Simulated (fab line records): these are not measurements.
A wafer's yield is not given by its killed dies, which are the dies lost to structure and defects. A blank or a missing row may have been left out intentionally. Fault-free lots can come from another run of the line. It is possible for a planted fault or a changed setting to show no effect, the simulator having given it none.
The tool behind it: which one? ; flow n5Finfet ; 12 lots, 36 wafers sampled, at 4 steps of a route of 1938

WHAT THE GAUGES READ, wafer by wafer
N5_BEOL_M9_INSPECT_58: inspects for defects (darkfield).
lot;measured;on;rawDefectCount
L452;day 10 17:21;defectInspect-02;50 54 36
L453;day 10 18:24;defectInspect-02;86 62 97
L454;day 11 11:43;defectInspect-02;69 35 68
L455;day 11 12:10;defectInspect-02;47 42 39
L459;day 11 23:00;defectInspect-02;84 64 69
L460;day 12 11:29;defectInspect-01;77 74 60
L458;day 12 15:26;defectInspect-01;77 59 57
L457;day 12 15:35;defectInspect-01;44 55 55
L464;day 13 06:02;defectInspect-01;128 100 77
L467;day 14 11:12;defectInspect-01;38 57 45
L473;day 16 05:12;defectInspect-02;59 86 63
L475;day 16 07:24;defectInspect-02;74 73 32

N5_BEOL_M10_CD_MEAS_11: the cd target is 64.1 nm.
lot;measured;on;cdNm (nm)
L452;day 10 19:01;cdSem-02;63.4 63.4 62.6
L453;day 10 22:01;cdSem-01;63.7 64.2 64.8
L454;day 11 13:32;cdSem-02;64.2 64.3 64.2
L455;day 11 13:43;cdSem-03;64.2 63.8 63.4
L459;day 12 02:51;cdSem-02;63.4 62.6 63.7
L460;day 12 13:38;cdSem-03;63.8 63.5 64.3
L458;day 12 17:00;cdSem-01;63.4 64.6 63.8
L457;day 12 17:19;cdSem-03;64.5 64.7 65.2
L464;day 13 08:25;cdSem-03;62.6 62.8 62.3
L467;day 14 13:46;cdSem-03;64.8 64.1 64.2
L473;day 16 06:25;cdSem-02;63.4 64.3 64.8
L475;day 16 08:29;cdSem-02;63.4 63.8 63.4

TOOL THAT RAN EACH LOT (tool first, then ch and the chambers of the sampled wafers, then the start)
lot;N5_BEOL_M9_SPUTTER_48;N5_BEOL_M10_COAT_60
L452;pvdSputter-01, day 10 14:21;lithoTrack-01 ch 0, day 10 18:39
L453;pvdSputter-01, day 10 14:29;lithoTrack-02 ch 0, day 10 21:47
L454;pvdSputter-03, day 11 10:44;lithoTrack-02 ch 0, day 11 13:10
L455;pvdSputter-01, day 11 11:11;lithoTrack-02 ch 0, day 11 13:21
L459;pvdSputter-01, day 11 21:37;lithoTrack-01 ch 0, day 12 02:29
L460;pvdSputter-03, day 12 10:29;lithoTrack-01 ch 0, day 12 13:16
L458;pvdSputter-01, day 12 13:51;lithoTrack-01 ch 0, day 12 16:46
L457;pvdSputter-03, day 12 13:55;lithoTrack-05 ch 0, day 12 16:56
L464;pvdSputter-01, day 13 05:03;lithoTrack-01 ch 0, day 13 08:02
L467;pvdSputter-03, day 14 09:21;lithoTrack-01 ch 0, day 14 13:32
L473;pvdSputter-03, day 16 04:08;lithoTrack-05 ch 0, day 16 06:03
L475;pvdSputter-01, day 16 06:25;lithoTrack-02 ch 0, day 16 08:15
- N5_BEOL_M9_SPUTTER_48: material Cu, target thk 12 nm, time 2 s.
- N5_BEOL_M10_COAT_60: time 60 s, resist thk 30 nm.

WHAT THE TOOLS THEMSELVES READ (means of the sampled wafers that have a number; where no wafer has one, the mark that the record gives instead)
N5_BEOL_M9_SPUTTER_48.
lot;tool;susceptorTempC (C);throttleValvePct (%)
L452;pvdSputter-01;-19.95;30.5
L453;pvdSputter-01;-20.06;29.5
L454;pvdSputter-03;-20.02;30.2
L455;pvdSputter-01;-20.02;30.1
L459;pvdSputter-01;-20.11;30.1
L460;pvdSputter-03;-20.05;30.6
L458;pvdSputter-01;-20.06;29.8
L457;pvdSputter-03;-20.06;30.3
L464;pvdSputter-01;-20.00;29.8
L467;pvdSputter-03;-20.04;29.9
L473;pvdSputter-03;-19.91;30.7
L475;pvdSputter-01;-19.97;30.4

N5_BEOL_M10_COAT_60.
lot;tool;spinSpeedRpm (rpm)
L452;lithoTrack-01;1499.9
L453;lithoTrack-02;1500.0
L454;lithoTrack-02;1499.9
L455;lithoTrack-02;1499.4
L459;lithoTrack-01;1500.5
L460;lithoTrack-01;1500.1
L458;lithoTrack-01;1500.0
L457;lithoTrack-05;1499.0
L464;lithoTrack-01;1424.2
L467;lithoTrack-01;1424.9
L473;lithoTrack-05;1500.4
L475;lithoTrack-02;1499.7

THE ANSWER, worked out from the rows above alone
Rule: usual is defined by the lots themselves. The widest of any qualifying gaps counts: lots, ordered by their means at a reading, are off when they make up no more than a third of the lots, leave a main group of 4 or more, and stand apart from it by 3 or more times the standard deviation of that group's means. A main group whose means are all the same, to the digits that the tables above print for the reading, isn't used. Also off: a lot with no number at a reading for which 4 or more lots have one. All remaining lots with rows at the step are treated as sound. Order of review: gauges by route order, followed by the tools' own readings, for which a lot's mean as printed above is used. At the first step where some lot is off, the reading lying furthest off is the one used; lots without a number count as furthest.
Off: L464, L467 (N5_BEOL_M10_COAT_60, spinSpeedRpm). Main group: mean 1499.9 rpm, sd 0.42.
If a tool, at that step or one of the process steps before it, ran each lot that is off and ran no sound lot following the first of them, it fits. One candidate fits, namely lithoTrack-01 at N5_BEOL_M10_COAT_60. A fault onset in the window from L458 (day 12 16:46, its last sound lot) to L464 (day 13 08:02, its first lot off) fits.
On the lots that are off, the tool's own readings at N5_BEOL_M10_COAT_60 differ by more than 5 times the standard deviation of the sound lots' means, which bears it out; spinSpeedRpm reads 1424.6 rpm there versus 1499.9 rpm on the sound lots.

WHAT THE SIMULATOR HAD INSERTED
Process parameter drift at N5_BEOL_M10_COAT_60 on lithoTrack-01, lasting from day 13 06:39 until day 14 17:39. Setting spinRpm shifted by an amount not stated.
Shown lots that were struck: L464, L467. The rule above reached the same finding.
